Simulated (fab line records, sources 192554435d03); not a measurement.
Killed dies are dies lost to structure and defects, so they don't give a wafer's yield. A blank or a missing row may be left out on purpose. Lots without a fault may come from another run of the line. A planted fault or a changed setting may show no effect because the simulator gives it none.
Chamber matching | flow n5_finfet | N5_BEOL_M3_ALD_84 on ald_metal-04: 4 sister chambers
The step deposits TaN, pulse time 2 s, purge time 3 s, co reactant purge time 2 s. 14 wafers are shown with their chamber, then 7 later ones without.

WAFERS WITH THEIR CHAMBER
wafer  | chamber | heater_power_w (W)
L074.1 | 2       | 476
L074.3 | 0       | 413
L074.5 | 3       | 396
L076.1 | 1       | 413
L076.3 | 3       | 388
L076.6 | 1       | 414
L078.2 | 3       | 398
L078.4 | 0       | 417
L078.5 | 3       | 390
L087.2 | 1       | 415
L087.4 | 0       | 411
L087.6 | 2       | 468
L089.2 | 1       | 417
L089.4 | 2       | 458

SIGNATURES (means of the wafers above)
reading        | chamber 0 | chamber 1 | chamber 2 | chamber 3 | scatter within a chamber
heater_power_w | 413.67    | 414.75    | 467.33    | 393.00    | 5.08
Rule: a wafer's distance from a chamber is the root of the sum, over the readings, of the square of ((its reading less the chamber's mean) divided by the reading's scatter). The wafer belongs to the nearest chamber; if the next one is less than 2 further off, it can't be placed. The scatter: the root of (the sum of the squares of (reading less its chamber's mean) over the shown wafers, divided by (wafers less chambers)).

WAFERS WITHOUT THEIR CHAMBER
wafer  | heater_power_w (W)
L089.6 | 389
L090.1 | 458
L090.5 | 421
L090.6 | 462
L092.2 | 472
L092.5 | 408
L092.6 | 466

WHICH CHAMBER EACH WENT THROUGH
wafer  | from the rows above          | in truth
L089.6 | 3                            | 3
L090.1 | 2                            | 2
L090.5 | can't be placed: 1 or 0      | 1
L090.6 | 2                            | 2
L092.2 | 2                            | 2
L092.5 | can't be placed: 0 or 1 or 3 | 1
L092.6 | 2                            | 2
Placed correctly: 5 of 7. Can't be placed from these rows: 2 (the true chamber is among the candidates in 2). Placed wrongly: 0.
